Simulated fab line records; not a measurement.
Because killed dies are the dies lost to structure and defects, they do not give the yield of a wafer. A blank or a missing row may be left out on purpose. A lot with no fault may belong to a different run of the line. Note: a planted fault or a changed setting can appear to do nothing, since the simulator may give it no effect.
Which of the tools did it? || flow n5Finfet || 10 lots with 30 wafers sampled at 5 steps, on a route of 1938 steps

WHAT EACH GAUGE READ, for each wafer
N5_BEOL_M3_CD_MEAS_35: target cd 18 nm, target cd y 21 nm. Usual: 18.1 nm for cdNm, sd 0.34.
{"lot": "L350", "measured": "day 9 14:08", "on": "cdSem-03", "cdNm (nm)": "18.7 18.4 18.6", "flag": ""}
{"lot": "L351", "measured": "day 9 14:43", "on": "cdSem-03", "cdNm (nm)": "18.5 18.7 18.1", "flag": ""}
{"lot": "L352", "measured": "day 9 14:53", "on": "cdSem-02", "cdNm (nm)": "17.9 18.1 17.7", "flag": ""}
{"lot": "L355", "measured": "day 10 14:07", "on": "cdSem-02", "cdNm (nm)": "18.0 18.7 17.9", "flag": ""}
{"lot": "L359", "measured": "day 11 05:26", "on": "cdSem-01", "cdNm (nm)": "18.1 18.0 17.8", "flag": ""}
{"lot": "L358", "measured": "day 11 07:05", "on": "cdSem-03", "cdNm (nm)": "18.4 18.7 18.7", "flag": ""}
{"lot": "L361", "measured": "day 11 15:29", "on": "cdSem-03", "cdNm (nm)": "17.9 18.5 18.1", "flag": ""}
{"lot": "L362", "measured": "day 12 03:45", "on": "cdSem-01", "cdNm (nm)": "17.2 17.9 17.7", "flag": ""}
{"lot": "L364", "measured": "day 12 14:19", "on": "cdSem-03", "cdNm (nm)": "18.0 18.1 17.8", "flag": ""}
{"lot": "L365", "measured": "day 13 10:14", "on": "cdSem-03", "cdNm (nm)": "17.8 18.0 18.4", "flag": ""}

N5_BEOL_M4_RC_MEAS_101. Usual: DIBL_N 36.5 mV/V, standard deviation 1.7; DIBL_P 36.3 mV/V, standard deviation 2.1; IOFF_N 0.16 nA/um, standard deviation 0.036; IOFF_P 0.21 nA/um, standard deviation 0.037; ION_N 676 uA/um, standard deviation 12; ION_P 462 uA/um, standard deviation 7.6; SS_N 71.5 mV/dec, standard deviation 0.68; SS_P 73.3 mV/dec, standard deviation 0.63; VT_N 249 mV, standard deviation 3.5; VT_P -250 mV, standard deviation 3.5.
{"lot": "L350", "measured": "day 10 03:45", "on": "prober-01", "DIBL_N (mV/V)": "32.8 34.0 37.2", "DIBL_P (mV/V)": "33.4 34.9 39.0", "IOFF_N (nA/um)": "0.11 0.12 0.18", "IOFF_P (nA/um)": "0.17 0.19 0.26", "ION_N (uA/um)": "650 660 685", "ION_P (uA/um)": "461 457 469", "SS_N (mV/dec)": "70.6 70.8 71.6", "SS_P (mV/dec)": "72.6 72.3 73.8", "VT_N (mV)": "258 252 248", "VT_P (mV)": "-251 -252 -244", "flag": ""}
{"lot": "L351", "measured": "day 10 12:07", "on": "prober-01", "DIBL_N (mV/V)": "32.2 34.2 36.4", "DIBL_P (mV/V)": "31.4 33.7 36.5", "IOFF_N (nA/um)": "0.11 0.13 0.17", "IOFF_P (nA/um)": "0.16 0.19 0.23", "ION_N (uA/um)": "670 657 683", "ION_P (uA/um)": "459 451 465", "SS_N (mV/dec)": "69.9 69.8 71.2", "SS_P (mV/dec)": "72.1 73.2 74.2", "VT_N (mV)": "254 250 249", "VT_P (mV)": "-251 -253 -249", "flag": ""}
{"lot": "L352", "measured": "day 10 05:56", "on": "prober-02", "DIBL_N (mV/V)": "34.7 36.8 37.5", "DIBL_P (mV/V)": "33.5 34.8 36.9", "IOFF_N (nA/um)": "0.12 0.16 0.18", "IOFF_P (nA/um)": "0.15 0.16 0.20", "ION_N (uA/um)": "657 676 683", "ION_P (uA/um)": "450 452 455", "SS_N (mV/dec)": "71.4 71.7 71.2", "SS_P (mV/dec)": "73.0 72.9 73.3", "VT_N (mV)": "250 249 248", "VT_P (mV)": "-257 -256 -254", "flag": ""}
{"lot": "L355", "measured": "day 11 11:20", "on": "prober-01", "DIBL_N (mV/V)": "34.2 36.2 36.8", "DIBL_P (mV/V)": "35.5 37.2 38.8", "IOFF_N (nA/um)": "0.12 0.15 0.18", "IOFF_P (nA/um)": "0.17 0.19 0.22", "ION_N (uA/um)": "664 677 686", "ION_P (uA/um)": "455 457 465", "SS_N (mV/dec)": "70.5 70.7 71.7", "SS_P (mV/dec)": "73.1 73.5 74.0", "VT_N (mV)": "252 249 247", "VT_P (mV)": "-254 -250 -250", "flag": ""}
{"lot": "L359", "measured": "day 11 19:54", "on": "prober-01", "DIBL_N (mV/V)": "36.5 33.6 35.1", "DIBL_P (mV/V)": "37.1 34.0 36.0", "IOFF_N (nA/um)": "0.16 0.13 0.14", "IOFF_P (nA/um)": "0.22 0.18 0.21", "ION_N (uA/um)": "674 667 667", "ION_P (uA/um)": "461 460 461", "SS_N (mV/dec)": "71.1 70.8 71.1", "SS_P (mV/dec)": "73.9 73.0 73.9", "VT_N (mV)": "252 252 253", "VT_P (mV)": "-251 -254 -249", "flag": ""}
{"lot": "L358", "measured": "day 12 00:33", "on": "prober-02", "DIBL_N (mV/V)": "36.0 34.1 35.2", "DIBL_P (mV/V)": "36.6 34.7 36.3", "IOFF_N (nA/um)": "0.15 0.13 0.15", "IOFF_P (nA/um)": "0.21 0.19 0.21", "ION_N (uA/um)": "667 677 675", "ION_P (uA/um)": "456 466 466", "SS_N (mV/dec)": "72.2 71.1 71.9", "SS_P (mV/dec)": "73.3 73.0 73.5", "VT_N (mV)": "252 251 251", "VT_P (mV)": "-250 -250 -250", "flag": ""}
{"lot": "L361", "measured": "day 12 18:10", "on": "prober-02", "DIBL_N (mV/V)": "38.1 37.3 36.4", "DIBL_P (mV/V)": "39.1 38.4 37.8", "IOFF_N (nA/um)": "0.23 0.21 0.19", "IOFF_P (nA/um)": "0.26 0.26 0.24", "ION_N (uA/um)": "689 701 693", "ION_P (uA/um)": "467 477 473", "SS_N (mV/dec)": "72.1 71.9 71.6", "SS_P (mV/dec)": "73.5 73.4 74.1", "VT_N (mV)": "245 243 247", "VT_P (mV)": "-246 -247 -248", "flag": ""}
{"lot": "L362", "measured": "day 12 20:24", "on": "prober-01", "DIBL_N (mV/V)": "34.3 34.4 37.6", "DIBL_P (mV/V)": "33.5 33.2 38.1", "IOFF_N (nA/um)": "0.11 0.11 0.17", "IOFF_P (nA/um)": "0.15 0.14 0.21", "ION_N (uA/um)": "657 643 670", "ION_P (uA/um)": "452 441 459", "SS_N (mV/dec)": "71.1 70.9 71.1", "SS_P (mV/dec)": "72.8 72.3 73.7", "VT_N (mV)": "255 261 250", "VT_P (mV)": "-257 -260 -251", "flag": ""}
{"lot": "L364", "measured": "day 13 05:24", "on": "prober-01", "DIBL_N (mV/V)": "35.0 35.4 38.7", "DIBL_P (mV/V)": "34.1 34.3 38.4", "IOFF_N (nA/um)": "0.12 0.12 0.18", "IOFF_P (nA/um)": "0.17 0.17 0.23", "ION_N (uA/um)": "665 669 678", "ION_P (uA/um)": "457 455 464", "SS_N (mV/dec)": "71.3 71.1 72.1", "SS_P (mV/dec)": "72.2 72.6 74.3", "VT_N (mV)": "252 252 247", "VT_P (mV)": "-251 -255 -248", "flag": ""}
{"lot": "L365", "measured": "day 13 22:52", "on": "prober-02", "DIBL_N (mV/V)": "38.3 36.6 35.1", "DIBL_P (mV/V)": "38.7 36.7 35.0", "IOFF_N (nA/um)": "0.19 0.14 0.14", "IOFF_P (nA/um)": "0.25 0.23 0.20", "ION_N (uA/um)": "673 654 668", "ION_P (uA/um)": "469 459 462", "SS_N (mV/dec)": "72.7 71.7 71.7", "SS_P (mV/dec)": "73.5 73.3 73.1", "VT_N (mV)": "246 253 250", "VT_P (mV)": "-248 -248 -249", "flag": ""}

EACH LOT AND THE TOOL THAT RAN IT (in order: tool; ch and the chambers of the sampled wafers; start)
{"lot": "L350", "N5_BEOL_M3_SURFACE_TREAT_85": "pvdSputter-01, day 9 14:53", "N5_BEOL_M3_ANNEAL_80": "pvdSputter-02, day 9 15:29", "N5_BEOL_M3_ANNEAL_87": "pvdSputter-02, day 9 15:55"}
{"lot": "L351", "N5_BEOL_M3_SURFACE_TREAT_85": "pvdSputter-01, day 9 15:25", "N5_BEOL_M3_ANNEAL_80": "pvdSputter-02, day 9 17:19", "N5_BEOL_M3_ANNEAL_87": "pvdSputter-02, day 9 17:46"}
{"lot": "L352", "N5_BEOL_M3_SURFACE_TREAT_85": "pvdSputter-01, day 9 15:23", "N5_BEOL_M3_ANNEAL_80": "pvdSputter-01, day 9 15:55", "N5_BEOL_M3_ANNEAL_87": "pvdSputter-01, day 9 16:22"}
{"lot": "L355", "N5_BEOL_M3_SURFACE_TREAT_85": "pvdSputter-01, day 10 15:11", "N5_BEOL_M3_ANNEAL_80": "pvdSputter-01, day 10 15:44", "N5_BEOL_M3_ANNEAL_87": "pvdSputter-01, day 10 16:10"}
{"lot": "L359", "N5_BEOL_M3_SURFACE_TREAT_85": "pvdSputter-03, day 11 06:20", "N5_BEOL_M3_ANNEAL_80": "pvdSputter-03, day 11 06:52", "N5_BEOL_M3_ANNEAL_87": "pvdSputter-03, day 11 07:19"}
{"lot": "L358", "N5_BEOL_M3_SURFACE_TREAT_85": "pvdSputter-02, day 11 07:58", "N5_BEOL_M3_ANNEAL_80": "pvdSputter-03, day 11 08:43", "N5_BEOL_M3_ANNEAL_87": "pvdSputter-03, day 11 09:09"}
{"lot": "L361", "N5_BEOL_M3_SURFACE_TREAT_85": "pvdSputter-01, day 11 16:02", "N5_BEOL_M3_ANNEAL_80": "pvdSputter-02, day 11 16:34", "N5_BEOL_M3_ANNEAL_87": "pvdSputter-02, day 11 17:00"}
{"lot": "L362", "N5_BEOL_M3_SURFACE_TREAT_85": "pvdSputter-01, day 12 04:19", "N5_BEOL_M3_ANNEAL_80": "pvdSputter-01, day 12 04:52", "N5_BEOL_M3_ANNEAL_87": "pvdSputter-01, day 12 05:18"}
{"lot": "L364", "N5_BEOL_M3_SURFACE_TREAT_85": "pvdSputter-01, day 12 15:07", "N5_BEOL_M3_ANNEAL_80": "pvdSputter-02, day 12 15:50", "N5_BEOL_M3_ANNEAL_87": "pvdSputter-02, day 12 16:16"}
{"lot": "L365", "N5_BEOL_M3_SURFACE_TREAT_85": "pvdSputter-01, day 13 11:05", "N5_BEOL_M3_ANNEAL_80": "pvdSputter-02, day 13 11:39", "N5_BEOL_M3_ANNEAL_87": "pvdSputter-02, day 13 12:05"}
- N5_BEOL_M3_SURFACE_TREAT_85
- N5_BEOL_M3_ANNEAL_80: time 240 s.
- N5_BEOL_M3_ANNEAL_87: time 240 s.

WHAT THE TOOLS THEMSELVES READ (means of the sampled wafers that have a number; where no wafer has one, the mark that the record gives instead)
N5_BEOL_M3_ANNEAL_80. Usual: heaterPowerW 804 W, standard deviation 95; susceptorTempC 400.02 C, standard deviation 0.22; susceptor_temp_C_max 400.9, standard deviation 0.38.
{"lot": "L350", "tool": "pvdSputter-02", "heaterPowerW (W)": "-", "susceptorTempC (C)": "-", "susceptor_temp_C_max": "-", "flag": "OFF"}
{"lot": "L351", "tool": "pvdSputter-02", "heaterPowerW (W)": "-", "susceptorTempC (C)": "-", "susceptor_temp_C_max": "-", "flag": "OFF"}
{"lot": "L352", "tool": "pvdSputter-01", "heaterPowerW (W)": "-", "susceptorTempC (C)": "-", "susceptor_temp_C_max": "-", "flag": "OFF"}
{"lot": "L355", "tool": "pvdSputter-01", "heaterPowerW (W)": 809, "susceptorTempC (C)": 400.07, "susceptor_temp_C_max": 401.4, "flag": ""}
{"lot": "L359", "tool": "pvdSputter-03", "heaterPowerW (W)": 804, "susceptorTempC (C)": 400.13, "susceptor_temp_C_max": 401.3, "flag": ""}
{"lot": "L358", "tool": "pvdSputter-03", "heaterPowerW (W)": 832, "susceptorTempC (C)": 399.96, "susceptor_temp_C_max": 401.0, "flag": ""}
{"lot": "L361", "tool": "pvdSputter-02", "heaterPowerW (W)": 685, "susceptorTempC (C)": 399.94, "susceptor_temp_C_max": 400.7, "flag": ""}
{"lot": "L362", "tool": "pvdSputter-01", "heaterPowerW (W)": 843, "susceptorTempC (C)": 399.67, "susceptor_temp_C_max": 400.5, "flag": ""}
{"lot": "L364", "tool": "pvdSputter-02", "heaterPowerW (W)": 840, "susceptorTempC (C)": 399.81, "susceptor_temp_C_max": 400.7, "flag": ""}
{"lot": "L365", "tool": "pvdSputter-02", "heaterPowerW (W)": 855, "susceptorTempC (C)": 399.94, "susceptor_temp_C_max": 400.8, "flag": ""}

N5_BEOL_M3_ANNEAL_87. Usual: heaterPowerW 805 W, standard deviation 96; susceptorTempC 400.04 C, standard deviation 0.22; susceptor_temp_C_max 401.0, standard deviation 0.4.
{"lot": "L350", "tool": "pvdSputter-02", "heaterPowerW (W)": 815, "susceptorTempC (C)": 400.05, "susceptor_temp_C_max": 400.9, "flag": ""}
{"lot": "L351", "tool": "pvdSputter-02", "heaterPowerW (W)": 756, "susceptorTempC (C)": 400.02, "susceptor_temp_C_max": 400.7, "flag": ""}
{"lot": "L352", "tool": "pvdSputter-01", "heaterPowerW (W)": 804, "susceptorTempC (C)": 399.99, "susceptor_temp_C_max": 400.7, "flag": ""}
{"lot": "L355", "tool": "pvdSputter-01", "heaterPowerW (W)": 823, "susceptorTempC (C)": 399.93, "susceptor_temp_C_max": 401.1, "flag": ""}
{"lot": "L359", "tool": "pvdSputter-03", "heaterPowerW (W)": 801, "susceptorTempC (C)": 400.05, "susceptor_temp_C_max": 401.0, "flag": ""}
{"lot": "L358", "tool": "pvdSputter-03", "heaterPowerW (W)": 848, "susceptorTempC (C)": 400.08, "susceptor_temp_C_max": 401.0, "flag": ""}
{"lot": "L361", "tool": "pvdSputter-02", "heaterPowerW (W)": 683, "susceptorTempC (C)": 400.29, "susceptor_temp_C_max": 401.2, "flag": ""}
{"lot": "L362", "tool": "pvdSputter-01", "heaterPowerW (W)": 825, "susceptorTempC (C)": 399.99, "susceptor_temp_C_max": 400.8, "flag": ""}
{"lot": "L364", "tool": "pvdSputter-02", "heaterPowerW (W)": 840, "susceptorTempC (C)": 400.43, "susceptor_temp_C_max": 401.4, "flag": ""}
{"lot": "L365", "tool": "pvdSputter-02", "heaterPowerW (W)": 856, "susceptorTempC (C)": 399.89, "susceptor_temp_C_max": 401.1, "flag": ""}

THE ANSWER, worked out from the rows above alone
Rule: a lot is off if the mean of its wafers that have a number lies more than 3 standard deviations from the usual mean. Also off: a lot with no number at a reading for which 4 or more lots have one. Where the step has rows for the other lots, those lots are counted as sound. After the gauges, taken in route order, come the tools' own readings; for these a lot's mean is taken, as printed above. At the first step where some lot is off, the reading lying furthest off is the one used; lots without a number count as furthest.
Off at N5_BEOL_M3_ANNEAL_80 (heaterPowerW): L350, L351, L352. Without a number there: L350, L351, L352.
A tool fits if, at that step or a process step before it, it ran every lot that is off, and no sound lot after the first of them. Not one of the candidates tried fits.

WHAT THE SIMULATOR HAD INSERTED
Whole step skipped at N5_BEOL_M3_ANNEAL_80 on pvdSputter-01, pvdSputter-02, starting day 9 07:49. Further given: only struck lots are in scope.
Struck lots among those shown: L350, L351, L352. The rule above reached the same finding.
